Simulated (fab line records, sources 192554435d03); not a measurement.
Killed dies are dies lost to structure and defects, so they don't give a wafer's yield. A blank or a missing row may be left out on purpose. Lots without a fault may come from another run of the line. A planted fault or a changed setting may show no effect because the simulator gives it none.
Which tool did it? | flow n5_finfet | 14 lots, 42 wafers sampled, at 1 step of a route of 1938

WHAT THE GAUGES READ, wafer by wafer
N5_SDB_THK_MEAS_31. Usual: SDB_THK 64.5 nm, standard deviation 1.
lot  | measured    | on            | SDB_THK (nm)   | flag
L125 | day 3 21:10 | film_metro-02 | 64.3 65.0 64.8 |
L126 | day 4 06:44 | film_metro-01 | 64.8 65.3 64.1 |
L127 | day 4 19:28 | film_metro-02 | 64.0 63.1 65.0 |
L130 | day 5 08:10 | film_metro-01 | 64.6 64.3 63.5 |
L132 | day 5 18:58 | film_metro-02 | 63.9 64.5 63.4 |
L134 | day 6 08:11 | film_metro-02 | 63.6 63.5 63.3 |
L135 | day 6 12:53 | film_metro-02 | 64.9 64.4 64.2 |
L137 | day 7 05:56 | film_metro-01 | 65.4 63.8 64.5 |
L138 | day 7 09:46 | film_metro-01 | 63.7 64.8 64.4 |
L139 | day 7 17:59 | film_metro-01 | 63.9 63.4 63.3 |
L142 | day 8 10:30 | film_metro-01 | 63.8 65.5 65.1 |
L146 | day 9 05:17 | film_metro-01 | 64.2 63.8 65.0 |
L148 | day 9 14:20 | film_metro-01 | 67.7 67.5 65.8 |
L147 | day 9 16:27 | film_metro-01 | 63.2 65.1 65.5 |

WHICH TOOL RAN EACH LOT (tool, then ch and the chambers of the sampled wafers, then the start)
The record holds no process step before these readings.

WHAT THE TOOLS THEMSELVES READ (means of the sampled wafers that have a number; where no wafer has one, the mark that the record gives instead)
The record holds no such reading with a usual standard deviation.

THE ANSWER, worked out from the rows above alone
Rule: a lot is off if the mean of its wafers that have a number lies more than 3 standard deviations from the usual mean. A lot without any number at a reading at which 4 lots or more have one is off too. The other lots that the step has rows for count as sound. The gauges are gone through in route order, then the tools' own readings, and for those a lot's mean is taken as printed above. The first step at which some lot is off is used, and at that step the reading that is off furthest; a lot without a number counts as furthest.
No lot is off at any reading shown: from this, nothing can be told.

WHAT THE SIMULATOR HAD PUT IN
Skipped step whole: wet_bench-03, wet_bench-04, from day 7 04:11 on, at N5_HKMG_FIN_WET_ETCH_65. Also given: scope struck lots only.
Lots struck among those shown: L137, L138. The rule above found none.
